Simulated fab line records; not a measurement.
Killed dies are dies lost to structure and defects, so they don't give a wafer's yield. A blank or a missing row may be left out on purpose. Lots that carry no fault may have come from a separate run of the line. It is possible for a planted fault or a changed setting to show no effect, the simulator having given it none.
A lot that was struck, set against a sound lot / flow n5Finfet / 17 out of 1938 route steps
Sound: the wafers L274.1, L274.3, L274.6. Struck: wafer L278.1 (left out: L278.3, a lot-mate that was not struck); the cause follows at the end.
For every step that has rows: the tool of each side, followed by ch and its chambers, followed by its first start. Under that, the readings that differ: sound wafers / struck wafers / difference of the means / sigmas: that difference in standard deviations of wafers without a fault.
alike: readings with means less than 2 such deviations apart, plus words and numbers identical on both sides. not compared: withheld readings, readings lacking a value on some wafer, bounds such as >300 that could conceal the same value, and numbers that have no deviation in the record and whose values overlap.
A row with sigmas, a row that says differs or no value, or rows on one side alone: a step with any of these is where the two part. Non-overlapping numbers with no deviation appear without sigmas and do not part them. A reading that every wafer of one side lacks parts them only if that side has two wafers or more.

N5_BEOL_M5_ALD_86: deposits TaN, pulse time 2 s, purge time 3 s, co reactant purge time 2 s.
  sound on aldMetal-02 ch 1,2,3, day 9 09:41; struck on aldMetal-02 ch 0, day 10 15:58
  alike: heaterPowerW
then, 3 steps without rows for these wafers: N5_BEOL_M5_SURFACE_TREAT_87; N5_BEOL_M5_CVD_47 (deposits Co from CCTBA/H2, target thk 3 nm, time 216 s); N5_BEOL_M5_SPUTTER_48 (material Cu, target thk 15 nm, time 27.62 s).
N5_BEOL_M5_ANNEAL_49: time 1800 s.
  sound on pvdSputter-02 at day 9 10:52; struck on pvdSputter-03 at day 10 16:37
  alike: heaterPowerW
then, 1 step without rows for these wafers: N5_BEOL_M5_SPUTTER_81 (material Cu, target thk 15 nm, time 27.62 s).
N5_BEOL_M5_ANNEAL_82: time 1800 s.
  sound on pvdSputter-02 at day 9 11:58; struck on pvdSputter-03 at day 10 17:43
  alike: heaterPowerW
N5_BEOL_M5_SPUTTER_83: material Cu, target thk 15 nm, time 27.62 s.
  sound on pvdSputter-02 at day 9 12:58; struck on pvdSputter-03 at day 10 18:43
  alike: substrateTempC, throttleValvePct
N5_BEOL_M5_ANNEAL_84: time 1800 s.
  sound on pvdSputter-02 at day 9 13:02; struck on pvdSputter-03 at day 10 18:48
  alike: heaterPowerW
then, 3 steps without rows for these wafers: N5_BEOL_M5_SPUTTER_88 (material Cu, target thk 15 nm, time 27.62 s); N5_BEOL_M5_ANNEAL_89 (time 1800 s); N5_BEOL_M5_SPUTTER_90 (material Cu, target thk 4.5 nm, time 8.29 s).
N5_BEOL_M5_ECD_50: material Cu, target thk 300 nm.
  sound on ecdCu-01 ch 0,1, day 9 15:15; struck on ecdCu-01 ch 0, day 10 21:01
reading=model.Cu_of_BEOL_M5_ECD_50.thkNm (nm); sound=295.8 292 301.6; struck=210.6; difference=-85.9; sigmas=
then, 1 step without rows for these wafers: N5_BEOL_M5_ANNEAL_51 (time 90 s).
N5_BEOL_M5_CMP_52: polishes, stops on SiCOH lowk, t overpolish 6.9 s, target thk 62 nm.
  sound on cmp-03 ch 0,2,3, day 9 15:41; struck on cmp-04 ch 1, day 10 21:32
reading=timeToEndpointS (s); sound=61.9 58.8 60.4; struck=44.8; difference=-15.6; sigmas=-6
  alike: motorCurrentA
N5_BEOL_M5_THK_MEAS_53: measures by xrf.
  sound on filmMetro-01 at day 9 15:56; struck on filmMetro-02 at day 10 21:48
  alike: M5_THK
next, for these wafers, 1 step has no rows: N5_PASSIVATION_PROBE_49.

## WHERE THEY PART
Only at N5_BEOL_M5_CMP_52, within this record. Later steps at which nothing parts them and some readings are alike: N5_BEOL_M5_THK_MEAS_53.

WHY: what the simulator had put in
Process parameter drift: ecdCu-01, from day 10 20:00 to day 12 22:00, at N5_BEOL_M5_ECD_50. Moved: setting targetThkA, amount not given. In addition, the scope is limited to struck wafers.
